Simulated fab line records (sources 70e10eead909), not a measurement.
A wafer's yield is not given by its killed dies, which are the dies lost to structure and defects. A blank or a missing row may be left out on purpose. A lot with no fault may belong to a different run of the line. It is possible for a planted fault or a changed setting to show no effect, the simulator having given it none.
A lot that was struck, set against a sound lot    flow nand-harc    13 out of 1159 route steps
Sound: the wafers L939.2, L939.4, L939.5. Wafers struck: L942.2, L942.4, L942.5. The cause comes at the end.
Per side, at each step with rows, come the tool, then ch with its chambers, and then its first start. Under that, the readings that differ: sound wafers    struck wafers    difference of the means    sigmas: that difference in standard deviations of wafers without a fault.
alike: same words and numbers on both sides, and readings whose means sit less than 2 such deviations apart. not compared: any withheld reading, any reading some wafer has no value for, any bound like >300 that may hide the same value, and any number with overlapping values for which the record gives no deviation.
The two part at a step that has a row with sigmas, a row that says differs or no value, or rows on one side only. Numbers that don't overlap but have no deviation are shown without sigmas and don't part them. A reading missing from all wafers of one side parts the sides only when that side holds two or more wafers.

NHARC_A_ONON_D1_THK_MEAS_34: measures by ellipsometry.
  struck on film-metro-01, day 9 10:51; sound on film-metro-01, day 8 17:12
  alike: thk-nm
NHARC_A_ONON_D1_INSPECT_32:
  struck on defect-inspect-02, day 9 10:55; sound on defect-inspect-01, day 8 17:16
  alike: raw-defect-count
NHARC_A_CHANNEL_HOLE_D1_DEP_00: deposits aC, target thk 3100 nm.
  sound on acl-dep-01 ch 0, day 8 18:33; struck on acl-dep-03 ch 0, day 9 11:18
  alike: throttle-valve-pct
NHARC_A_CHANNEL_HOLE_D1_DEP_01: deposits SiON, target thk 140 nm.
  sound on pecvd-01 ch 0,2, day 8 20:13; struck on pecvd-01 ch 0,1,2, day 9 12:56
  alike: chamber-pressure-Torr, heater-power-w
then, 7 steps without rows for these wafers: NHARC_A_CHANNEL_HOLE_D1_DEHYDRATE_02 (time 120 s); NHARC_A_CHANNEL_HOLE_D1_HMDS_03 (time 30 s); NHARC_A_CHANNEL_HOLE_D1_COAT_36 (time 75 s); NHARC_A_CHANNEL_HOLE_D1_COAT_37 (time 65 s); NHARC_A_CHANNEL_HOLE_D1_COAT_04 (resist thk 90 nm); NHARC_A_CHANNEL_HOLE_D1_SOFTBAKE_05 (time 55 s); NHARC_A_CHANNEL_HOLE_D1_EBR_06.
NHARC_A_CHANNEL_HOLE_D1_EXPOSE_07: exposes mask HOLE D1, target cd 100 nm.
  struck on arfi-scanner-02, day 9 13:29; sound on arfi-scanner-03 ch 0, day 8 20:49
  no value came back on the struck wafers for exposure-dose-mJ-cm2, focus-offset-nm (nm), stage-vel-mm-s (mm/s); on the sound wafers exposure-dose-mJ-cm2 reads 59.70 59.59 59.67
  alike: mask
then, 1 step without rows for these wafers: NHARC_A_CHANNEL_HOLE_D1_PEB_08 (peb time 65 s).

== WHERE THEY PART ==
NHARC_A_CHANNEL_HOLE_D1_EXPOSE_07 only, going by this record.

WHY: what had been put in by the simulator
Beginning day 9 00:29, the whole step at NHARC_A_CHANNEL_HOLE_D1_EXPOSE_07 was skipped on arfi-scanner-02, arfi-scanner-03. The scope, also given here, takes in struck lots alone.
